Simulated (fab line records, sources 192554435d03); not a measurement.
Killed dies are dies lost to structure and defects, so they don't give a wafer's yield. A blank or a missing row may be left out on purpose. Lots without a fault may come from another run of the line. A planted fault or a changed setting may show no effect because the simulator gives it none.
Which tool did it? | flow n5_finfet | 9 lots, 27 wafers sampled, at 6 steps of a route of 1938

WHAT THE GAUGES READ, wafer by wafer
N5_BEOL_M3_OCD_MEAS_38.
lot  | measured     | on     | trench_depth_nm (nm)
L583 | day 7 05:44  | ocd-02 | 53.2 54.7 54.6
L586 | day 8 07:28  | ocd-01 | 54.6 55.1 53.1
L588 | day 8 10:26  | ocd-02 | 58.6 54.9 55.8
L590 | day 8 14:04  | ocd-01 | 56.2 54.8 55.7
L592 | day 9 13:47  | ocd-02 | 76.1 57.4 56.5
L599 | day 11 13:28 | ocd-01 | 58.9 59.1 55.1
L600 | day 11 16:33 | ocd-02 | 54.1 58.1 54.9
L603 | day 12 06:10 | ocd-02 | 59.0 53.2 58.8
L605 | day 13 00:25 | ocd-02 | 57.0 57.5 58.2

N5_BEOL_M4_RC_MEAS_101.
lot  | measured     | on        | DIBL_N (mV/V)  | DIBL_P (mV/V)  | IOFF_N (nA/um) | IOFF_P (nA/um) | ION_N (uA/um) | ION_P (uA/um) | SS_N (mV/dec)  | SS_P (mV/dec)  | VT_N (mV)   | VT_P (mV)
L583 | day 7 19:43  | prober-02 | 40.0 36.8 42.1 | 39.1 35.1 40.9 | 0.22 0.16 0.27 | 0.33 0.23 0.35 | 686 680 691   | 470 469 472   | 71.7 71.4 72.3 | 73.7 73.0 74.2 | 242 249 243 | -242 -248 -241
L586 | day 8 21:13  | prober-01 | 37.0 32.8 34.7 | 38.6 32.4 35.2 | 0.17 0.09 0.12 | 0.24 0.14 0.18 | 697 651 666   | 480 450 459   | 71.6 71.4 71.6 | 72.8 71.4 72.1 | 247 259 253 | -249 -254 -249
L588 | day 9 03:22  | prober-02 | 39.0 40.6 37.3 | 39.4 43.2 38.2 | 0.20 0.26 0.17 | 0.25 0.31 0.22 | 681 693 698   | 464 473 469   | 71.6 72.8 72.0 | 74.0 74.9 73.0 | 247 243 248 | -249 -248 -251
L590 | day 9 07:28  | prober-01 | 35.1 37.2 37.0 | 35.3 38.0 37.3 | 0.15 0.19 0.19 | 0.22 0.27 0.26 | 687 687 687   | 473 472 470   | 71.1 72.2 71.5 | 73.1 73.1 73.8 | 246 245 245 | -248 -245 -247
L592 | day 10 02:01 | prober-02 | 39.1 38.3 41.6 | 39.9 37.7 44.0 | 0.21 0.19 0.27 | 0.28 0.24 0.34 | 685 680 706   | 467 461 480   | 71.8 71.5 73.0 | 74.1 72.9 75.6 | 245 248 244 | -247 -249 -245
L599 | day 12 05:07 | prober-02 | 33.5 32.0 35.5 | 34.4 33.1 35.0 | 0.14 0.13 0.16 | 0.20 0.19 0.21 | 669 679 652   | 463 468 450   | 70.6 70.6 71.8 | 73.1 72.6 73.5 | 251 249 251 | -249 -250 -253
L600 | day 12 06:49 | prober-01 | 38.4 36.5 37.4 | 39.6 37.6 38.9 | 0.22 0.18 0.21 | 0.29 0.25 0.28 | 672 695 703   | 459 473 474   | 73.0 71.3 71.7 | 74.3 74.1 74.2 | 248 248 245 | -246 -246 -244
L603 | day 13 04:02 | prober-01 | 38.4 36.2 38.8 | 38.8 35.8 39.9 | 0.19 0.15 0.20 | 0.27 0.22 0.29 | 677 662 677   | 475 462 469   | 71.7 71.6 72.2 | 73.7 72.5 73.6 | 246 252 248 | -244 -245 -245
L605 | day 13 12:40 | prober-01 | 38.2 38.9 34.8 | 37.6 41.0 34.9 | 0.17 0.22 0.12 | 0.22 0.31 0.19 | 663 688 654   | 455 470 460   | 72.4 72.6 71.5 | 73.6 74.6 73.9 | 254 244 257 | -252 -246 -251

WHICH TOOL RAN EACH LOT (tool, then ch and the chambers of the sampled wafers, then the start)
lot  | N5_BEOL_M3_VIA_ETCH_34            | N5_BEOL_M3_TRENCH_ETCH_37         | N5_BEOL_M3_STRIP_97                          | N5_BEOL_M3_DEGAS_44
L583 | rie_diel-01 ch 0,1,3, day 7 05:29 | rie_diel-01 ch 0,1,3, day 7 05:35 | rie_diel-01 ch 0,1,3, day 7 05:44 or earlier | pvd_sputter-02, day 7 06:09
L586 | rie_diel-01 ch 0,1,3, day 8 07:13 | rie_diel-01 ch 0,1,3, day 8 07:19 | rie_diel-01 ch 0,1,3, day 8 07:28 or earlier | pvd_sputter-01, day 8 07:59
L588 | rie_diel-05 ch 0,2,3, day 8 10:11 | rie_diel-05 ch 0,2,3, day 8 10:17 | rie_diel-05 ch 0,2,3, day 8 10:26 or earlier | pvd_sputter-03, day 8 11:00
L590 | rie_diel-03 ch 0,1, day 8 13:49   | rie_diel-03 ch 0,1, day 8 13:55   | rie_diel-03 ch 0,1, day 8 14:04 or earlier   | pvd_sputter-03, day 8 14:24
L592 | rie_diel-03 ch 0,1,2, day 9 13:31 | rie_diel-03 ch 0,1,2, day 9 13:37 | rie_diel-03 ch 0,1,2, day 9 13:47 or earlier | pvd_sputter-03, day 9 14:13
L599 | rie_diel-05 ch 2,3, day 11 13:12  | rie_diel-05 ch 2,3, day 11 13:18  | rie_diel-05 ch 2,3, day 11 13:28 or earlier  | pvd_sputter-03, day 11 13:49
L600 | rie_diel-01 ch 0,1, day 11 16:18  | rie_diel-01 ch 0,1, day 11 16:24  | rie_diel-01 ch 0,1, day 11 16:33 or earlier  | pvd_sputter-03, day 11 17:07
L603 | rie_diel-05 ch 1,3, day 12 05:55  | rie_diel-05 ch 1,3, day 12 06:01  | rie_diel-05 ch 1,3, day 12 06:10 or earlier  | pvd_sputter-02, day 12 06:47
L605 | rie_diel-03 ch 1,3, day 13 00:10  | rie_diel-03 ch 1,3, day 13 00:16  | rie_diel-03 ch 1,3, day 13 00:25 or earlier  | pvd_sputter-02, day 13 00:42
- N5_BEOL_M3_VIA_ETCH_34: etches the open film in C4F6/O2, target depth 69.4 nm, time 65.9 s.
- N5_BEOL_M3_TRENCH_ETCH_37: etches SiOC in C4F6/O2, target depth 55.555 nm, time 29.2 s.
- N5_BEOL_M3_STRIP_97: strips in N2/H2, time 10 s.
- N5_BEOL_M3_DEGAS_44: time 60 s.

WHAT THE TOOLS THEMSELVES READ (means of the sampled wafers that have a number; where no wafer has one, the mark that the record gives instead)
N5_BEOL_M3_VIA_ETCH_34.
lot  | tool        | drypump_motor_current_A (A) | oes_f_703_au (a.u.) | oes_product_au (a.u.) | rf_vpp_V (V) | showerhead_plenum_p_Torr (Torr) | throttle_valve_pct (%)
L583 | rie_diel-01 | 6.0                         | 0.74                | 0.72                  | 654          | 2.76                            | 30.77
L586 | rie_diel-01 | 6.0                         | 0.73                | 0.71                  | 654          | 2.76                            | 30.77
L588 | rie_diel-05 | 5.9                         | 0.89                | 0.87                  | 657          | 2.84                            | 30.66
L590 | rie_diel-03 | 5.9                         | 0.76                | 0.76                  | 653          | 2.82                            | 31.15
L592 | rie_diel-03 | 5.5                         | 0.77                | 0.77                  | 664          | 2.82                            | 31.06
L599 | rie_diel-05 | 5.6                         | 0.90                | 0.90                  | 669          | 2.88                            | 30.72
L600 | rie_diel-01 | 5.9                         | 0.81                | 0.81                  | 680          | 2.89                            | 30.77
L603 | rie_diel-05 | 5.5                         | 0.89                | 0.87                  | 665          | 2.89                            | 30.83
L605 | rie_diel-03 | 5.8                         | 0.89                | 0.87                  | 658          | 2.76                            | 30.46

N5_BEOL_M3_TRENCH_ETCH_37.
lot  | tool        | drypump_motor_current_A (A) | oes_f_703_au (a.u.) | oes_product_au (a.u.) | rf_vpp_V (V) | showerhead_plenum_p_Torr (Torr) | throttle_valve_pct (%)
L583 | rie_diel-01 | 6.0                         | 0.74                | 0.72                  | 653          | 2.77                            | 20.87
L586 | rie_diel-01 | 6.0                         | 0.73                | 0.72                  | 655          | 2.76                            | 20.88
L588 | rie_diel-05 | 5.9                         | 0.89                | 0.88                  | 656          | 2.84                            | 20.69
L590 | rie_diel-03 | 5.9                         | 0.76                | 0.76                  | 652          | 2.83                            | 21.14
L592 | rie_diel-03 | 5.5                         | 0.77                | 0.82                  | 663          | 2.82                            | 21.11
L599 | rie_diel-05 | 5.5                         | 0.91                | 0.90                  | 668          | 2.89                            | 20.68
L600 | rie_diel-01 | 6.0                         | 0.81                | 0.82                  | 679          | 2.89                            | 20.84
L603 | rie_diel-05 | 5.5                         | 0.89                | 0.87                  | 663          | 2.89                            | 20.78
L605 | rie_diel-03 | 5.8                         | 0.89                | 0.86                  | 657          | 2.76                            | 20.55

N5_BEOL_M3_STRIP_97.
lot  | tool        | bias_power_w (W) | drypump_motor_current_A (A) | oes_product_au (a.u.) | rf_vpp_V (V) | showerhead_plenum_p_Torr (Torr) | throttle_valve_pct (%)
L583 | rie_diel-01 | 7.017            | 6.0                         | 0.72                  | 58.7         | 2.46                            | 23.6
L586 | rie_diel-01 | 7.014            | 6.0                         | 0.72                  | 59.2         | 2.45                            | 23.6
L588 | rie_diel-05 | 7.001            | 5.9                         | 0.87                  | 59.5         | 2.56                            | 23.8
L590 | rie_diel-03 | 7.002            | 5.9                         | 0.76                  | 58.6         | 2.49                            | 23.7
L592 | rie_diel-03 | 7.001            | 5.5                         | 0.78                  | 58.9         | 2.49                            | 23.8
L599 | rie_diel-05 | 7.026            | 5.6                         | 0.90                  | 59.9         | 2.60                            | 23.8
L600 | rie_diel-01 | 6.982            | 5.9                         | 0.81                  | 59.3         | 2.57                            | 23.6
L603 | rie_diel-05 | 6.999            | 5.5                         | 0.87                  | 59.2         | 2.60                            | 23.7
L605 | rie_diel-03 | 7.000            | 5.8                         | 0.85                  | 58.7         | 2.49                            | 23.8

N5_BEOL_M3_DEGAS_44.
lot  | tool           | heater_power_w (W)
L583 | pvd_sputter-02 | 331
L586 | pvd_sputter-01 | 350
L588 | pvd_sputter-03 | 307
L590 | pvd_sputter-03 | 307
L592 | pvd_sputter-03 | 307
L599 | pvd_sputter-03 | 338
L600 | pvd_sputter-03 | 311
L603 | pvd_sputter-02 | 315
L605 | pvd_sputter-02 | 343

THE ANSWER, worked out from the rows above alone
Rule: what is usual is taken from the lots themselves. Put in order of their means at a reading, lots are off if they are a third of the lots or fewer, leave a main group of 4 or more, and stand apart from it by a gap of 3 or more times the standard deviation of the main group's means; of several such gaps the widest counts. A main group whose means are all the same, to the digits that the tables above print for the reading, isn't used. A lot without any number at a reading at which 4 lots or more have one is off too. The other lots that the step has rows for count as sound. The gauges are gone through in route order, then the tools' own readings, and for those a lot's mean is taken as printed above. The first step at which some lot is off is used, and at that step the reading that is off furthest; a lot without a number counts as furthest.
Off: L592, at N5_BEOL_M3_OCD_MEAS_38 (trench_depth_nm). The main group: mean 56.1 nm, standard deviation 1.3.
A tool fits if, at a process step before that reading, it ran every lot that is off, and no sound lot after the first of them. The gauges at N5_BEOL_M3_OCD_MEAS_38 aren't tried: what is off there is off at N5_BEOL_M3_TRENCH_ETCH_37 too, on other tools, and a gauge's error can't cause that. N5_BEOL_M3_STRIP_97 gives no start for some lots, so the hours and the order of its lots are those of N5_BEOL_M3_OCD_MEAS_38. None of those tried fits.

WHAT THE SIMULATOR HAD PUT IN
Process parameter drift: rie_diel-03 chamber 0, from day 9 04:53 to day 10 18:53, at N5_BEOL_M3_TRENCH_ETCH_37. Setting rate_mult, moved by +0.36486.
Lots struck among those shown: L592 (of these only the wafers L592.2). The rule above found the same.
